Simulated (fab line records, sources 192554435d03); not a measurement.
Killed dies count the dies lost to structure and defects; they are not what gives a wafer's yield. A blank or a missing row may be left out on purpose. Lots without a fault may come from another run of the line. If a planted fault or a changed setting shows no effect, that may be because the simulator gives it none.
Matching of chambers    flow n5 finfet    pecvd-04 running N5_FIN_SAQP_PECVD_47: 3 sister chambers
The step deposits a-Si from SiH4/He, target thk 45 nm, time 36.3 s. 3 wafers are shown with their chamber, then 12 later ones without.

WAFERS PAIRED WITH THEIR CHAMBERS
wafer   chamber  throttle valve pct (%)
L084.3  1        16.9
L085.2  0        20.7
L085.5  2        16.8

WAFERS MISSING THEIR CHAMBER
wafer   throttle valve pct (%)
L087.1  16.9
L087.4  20.7
L087.5  16.8
L091.1  17.0
L091.5  16.8
L091.6  20.8
L092.1  17.0
L092.3  17.1
L092.4  20.9
L097.1  17.1
L097.5  16.9
L097.6  20.9

WHICH CHAMBER EACH ONE RAN IN
wafer   from the rows above      in truth
L087.1  can't be placed: 1 or 2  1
L087.4  0                        0
L087.5  can't be placed: 2 or 1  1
L091.1  can't be placed: 1 or 2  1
L091.5  can't be placed: 2 or 1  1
L091.6  0                        0
L092.1  can't be placed: 1 or 2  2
L092.3  can't be placed: 1 or 2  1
L092.4  0                        0
L097.1  can't be placed: 1 or 2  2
L097.5  can't be placed: 1 or 2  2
L097.6  0                        0
Correct placement for 4 of the 12. Unplaceable from these rows: 8, with the true chamber sitting among the candidates in 8. Number placed wrongly: 0.
How it was worked out, from the rows above alone: a wafer's distance from a chamber is the root of the sum, over the readings, of the square of ((its reading less the chamber's mean) divided by the reading's scatter). The wafer belongs to the nearest chamber; if the next one is less than 2 further off, it can't be placed. The mean given for a chamber averages the wafers shown for that chamber. The scatter (one wafer shown for each chamber): square how far every hidden wafer sits from the nearest shown wafer, average those squares and take the square root.
